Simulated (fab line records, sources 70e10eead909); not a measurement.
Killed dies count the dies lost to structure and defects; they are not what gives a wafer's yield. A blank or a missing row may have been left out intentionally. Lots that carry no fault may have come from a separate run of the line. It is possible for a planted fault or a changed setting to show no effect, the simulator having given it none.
The same fault as seen by 3 desks | flow nand-harc | numbers are kept per desk, each desk with only its own; the story behind them comes last

TOOL OWNER'S DESK, pecvd-onon-01
The tool's own readings at NHARC_A_ONON_D1_DEP_28 (target thk 1000 nm): means of the sampled wafers that have a number, for each lot that ran on this tool. A lot is out of limits, marked OUT, if its mean lies more than 4 standard deviations from the usual mean; the brackets give that distance.
Columns: A = n2-flow-sccm at NHARC_A_ONON_D1_DEP_28, usual 2750 sccm; B = nh3-flow-sccm at NHARC_A_ONON_D1_DEP_28, usual 500.1 sccm; C = susceptor-temp-C at NHARC_A_ONON_D1_DEP_28, usual 400.02 C
lot  | first seen here | A    | B     | C
L912 | day 9 17:41     | 2753 | 499.0 | 400.18
L915 | day 10 18:10    | 2731 | 499.8 | 399.84
L917 | day 11 17:04    | 2755 | 499.5 | 399.66
L925 | day 15 00:49    | 2756 | 498.4 | 400.25
L926 | day 15 19:11    | 2756 | 500.9 | 400.00
This desk found nothing out of limits on any of the 5 lots.

METROLOGY DESK
Lot by lot, what the gauges showed, no matter which tool ran the lot: averages of those sampled wafers that carry a number. A lot is out of limits, marked OUT, if its mean lies more than 4 standard deviations from the usual mean; the brackets give that distance.
Columns: A = thk-nm at NHARC_A_SOURCE_PLATE_THK_MEAS_09, usual 9.8 nm; B = thk-nm at NHARC_A_ONON_D1_THK_MEAS_30, usual 1000 nm
lot  | first seen here | A    | B
L909 | day 7 12:29     | 9.7  | 1003
L910 | day 7 18:58     | 9.9  | 999
L912 | day 8 13:55     | 10.4 | 1006
L913 | day 8 22:47     | 9.9  | 985
L914 | day 9 08:12     | 9.7  | 1002
L915 | day 9 15:10     | 9.7  | 991
L916 | day 10 01:37    | 8.6  | 1003
L917 | day 10 12:46    | 10.1 | 996
L918 | day 11 09:08    | 9.4  | 1002
L925 | day 13 21:08    | 10.1 | 842 (-18) OUT
L926 | day 14 12:14    | 8.1  | 842 (-18) OUT
L929 | day 15 13:22    | 9.8  | 992
L931 | day 16 07:51    | 10.2 | 1001
This desk finds L925, L926 out of limits, L925 being first, at day 15 01:16 (thk-nm at NHARC_A_ONON_D1_THK_MEAS_30). L909, L910, L912, L913, L914, L915, L916, L917, L918, L929, L931 stayed within limits.

THE DEFECT DESK
Inspection counts along the route, by lot: the mean over sampled wafers that carry a number. A lot is out of limits, marked OUT, if its mean lies more than 4 standard deviations from the usual mean; the brackets give that distance.
Columns: A = raw-defect-count at NHARC_A_ONON_D1_INSPECT_32, usual 74
lot  | first seen here | A
L909 | day 8 14:34     | 84
L910 | day 8 21:44     | 69
L912 | day 9 18:47     | 50
L913 | day 10 00:54    | 69
L914 | day 10 10:16    | 99
L915 | day 10 19:10    | 70
L916 | day 11 07:53    | 50
L917 | day 11 18:07    | 85
L918 | day 12 11:26    | 63
L925 | day 15 01:49    | 56
L926 | day 15 20:10    | 93
L929 | day 16 13:44    | 63
L931 | day 17 12:00    | 63
This desk found nothing out of limits on any of the 13 lots.

BROUGHT TOGETHER
An alarm was possible from the metrology desk at day 15 01:16, on L925, L926.
The tool owner's desk saw nothing out of limits.
No out-of-limits result turned up at the defect desk.
The tool owner's desk has L925, L926 on record, within its limits.
The defect desk has L925, L926 on record, within its limits.
NHARC_A_ONON_D1_DEP_28 was run on pecvd-onon-01 by each of the lots named.

WHAT THE SIMULATOR PUT IN
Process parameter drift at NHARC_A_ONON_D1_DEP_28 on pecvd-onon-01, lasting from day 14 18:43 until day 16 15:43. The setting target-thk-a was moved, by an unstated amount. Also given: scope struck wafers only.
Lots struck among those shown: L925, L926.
Time in hours between the start of the fault and the first out-of-limits reading at each desk: metrology desk, 7.
